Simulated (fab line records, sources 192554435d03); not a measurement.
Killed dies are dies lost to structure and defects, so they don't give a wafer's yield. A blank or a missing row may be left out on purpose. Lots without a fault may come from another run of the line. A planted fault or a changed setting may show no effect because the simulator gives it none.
Chamber matching | flow n5_finfet | N5_BEOL_M5_CURE_80 on uv_cure-03: 3 sister chambers
The step cures SiCOH lowk, time 120 s. 3 wafers are shown with their chamber, then 8 later ones without.

WAFERS WITH THEIR CHAMBER
wafer  | chamber | wafer_temp_C_max
L077.4 | 1       | 371.5
L079.6 | 2       | 372.4
L087.1 | 0       | 371.7

WAFERS WITHOUT THEIR CHAMBER
wafer  | wafer_temp_C_max
L087.3 | 371.8
L087.5 | 371.5
L090.1 | 372.7
L090.4 | 372.2
L090.6 | 372.5
L096.4 | 372.0
L096.5 | 371.9
L096.6 | 371.5

WHICH CHAMBER EACH WENT THROUGH
wafer  | from the rows above          | in truth
L087.3 | can't be placed: 0 or 1      | 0
L087.5 | can't be placed: 1 or 0      | 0
L090.1 | 2                            | 2
L090.4 | can't be placed: 2 or 0      | 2
L090.6 | 2                            | 2
L096.4 | can't be placed: 0 or 2 or 1 | 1
L096.5 | can't be placed: 0 or 1 or 2 | 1
L096.6 | can't be placed: 1 or 0      | 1
Placed correctly: 2 of 8. Can't be placed from these rows: 6 (the true chamber is among the candidates in 6). Placed wrongly: 0.
How it was worked out, from the rows above alone: a wafer's distance from a chamber is the root of the sum, over the readings, of the square of ((its reading less the chamber's mean) divided by the reading's scatter). The wafer belongs to the nearest chamber; if the next one is less than 2 further off, it can't be placed. A chamber's mean is the mean of its shown wafers. The scatter: with one shown wafer a chamber, the root of the mean of the squares of how far each hidden wafer lies from its nearest shown one.
